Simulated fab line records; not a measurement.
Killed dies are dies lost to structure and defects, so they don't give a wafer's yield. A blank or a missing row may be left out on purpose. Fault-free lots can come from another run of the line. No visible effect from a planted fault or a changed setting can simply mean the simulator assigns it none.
A struck lot beside a sound one || flow n5 finfet || 19 out of 1938 route steps
Sound: wafers L986.1, L986.4, L986.6. Struck: wafers L991.3, L991.5, L991.6. At the end, the cause is stated.
Each step with rows lists, per side, the tool, then ch with its chambers, then its first start. Under that, the readings that differ: sound wafers || struck wafers || difference of the means || sigmas: that difference in standard deviations of wafers without a fault.
alike: readings whose means differ by less than 2 such deviations, and words and numbers that are the same on both sides. not compared: withheld readings, readings that some wafer has no value for, bounds like >300 that may hide the same value, and numbers for which the record gives no deviation and whose values overlap.
The two part at a step that has a row with sigmas, a row that says differs or no value, or rows on one side only. Numbers that don't overlap but have no deviation are shown without sigmas and don't part them. A reading missing from all wafers of one side parts the sides only when that side holds two or more wafers.

first, 3 steps without rows for these wafers: N5_DUMMY_REMOVAL_PRECLEAN_04 (cleans in DHF, time 37 s); N5_DUMMY_REMOVAL_SRD_05 (time 30 s); N5_HKMG_FIN_IL_REGROW_00 (material SiO2, chemistry O3, target thk 0.75 nm, time 30 s).
N5_HKMG_FIN_HK_ALD_01: deposits HfO2, target thk 1.6 nm, pulse time 3 s, purge time 3 s.
  sound on ald hk-03 ch 0,1,2, day 5 20:20; struck on ald hk-01 ch 0,1,3, day 7 12:20
  alike: precursor pulse height rel
N5_HKMG_FIN_HK_ANNEAL_02: time 30 s.
  sound on rtp anneal-01 ch 0, day 5 20:38; struck on rtp anneal-01 ch 0, day 7 12:34
  alike: lamp power pct, wafer_temp_C_max
N5_HKMG_FIN_ALD_74: deposits La2O3, target thk 0.5 nm, pulse time 6 s, co reactant pulse time 1 s.
  sound on ald hk-01 ch 1,2, day 5 20:52; struck on ald hk-02 ch 0,1, day 7 12:44
  alike: heater power w, precursor pulse height rel, susceptor temp C
N5_HKMG_FIN_ALD_75: deposits Al2O3, target thk 1 nm, co reactant pulse time 1 s.
  sound on ald hk-01 ch 1,2, day 5 20:56; struck on ald hk-02 ch 0,1, day 7 12:53
  alike: heater power w, precursor pulse height rel, susceptor temp C
then, 5 steps without rows for these wafers: N5_HKMG_FIN_COAT_41 (time 60 s, resist thk 300 nm); N5_HKMG_FIN_COAT_42 (time 60 s, resist thk 35 nm); N5_HKMG_FIN_COAT_43 (resist thk 90 nm); N5_HKMG_FIN_EBR_45; N5_HKMG_FIN_SOFTBAKE_44 (time 60 s).
N5_HKMG_FIN_EXPOSE_46: exposes mask NDIPOLE.
  sound on arfi scanner-03 ch 0, day 5 21:09; struck on arfi scanner-03 ch 0, day 7 13:19
{"reading": "exposure dose mJ cm2", "sound": "40.03 40.00 39.98", "struck": "36.04 36.05 36.05", "difference": -3.96, "sigmas": -78}
  alike: mask
then, 2 steps without rows for these wafers: N5_HKMG_FIN_PEB_47 (peb time 60 s); N5_HKMG_FIN_DEVELOP_48 (develop time 30 s).
N5_HKMG_FIN_CD_MEAS_49 targets a cd of 202 nm.
  sound on cd sem-03 ch 0, day 5 21:17; struck on cd sem-02 ch 0, day 7 13:26
{"reading": "cd nm (nm)", "sound": "202.3 203.1 203.0", "struck": "194.5 194.8 195.1", "difference": -8.0, "sigmas": -7}
N5_HKMG_FIN_OVL_MEAS_50:
  sound on overlay-02 ch 0, day 5 21:19; struck on overlay-02 ch 0, day 7 13:28
  alike: NDIPOLE_OVL
-- a jump in the record: the struck wafers' starts before and after are 4 days apart (it breaks off in module HKMG_FIN and resumes in module BEOL_M4, where the first step shown is number 1111 of the route) --
N5_BEOL_M4_RC_MEAS_101:
  sound on prober-02 ch 0, day 9 22:32; struck on prober-01 ch 0, day 11 12:44
  alike: DIBL_N, DIBL_P, IOFF_N, IOFF_P, ION_N, ION_P, SS_N, SS_P, VT_N, VT_P
N5_PASSIVATION_PROBE_49:
  the record has rows for the sound wafers here (prober-02, day 14 01:31) and none for the struck ones

== WHERE THEY PART ==
Earliest at N5_HKMG_FIN_EXPOSE_46; latest, in this record, at N5_PASSIVATION_PROBE_49.

WHY: whatever the simulator had introduced
Process parameter drift: arfi scanner-03, from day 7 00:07 on, at N5_HKMG_FIN_EXPOSE_46. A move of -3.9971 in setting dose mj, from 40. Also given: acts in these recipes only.
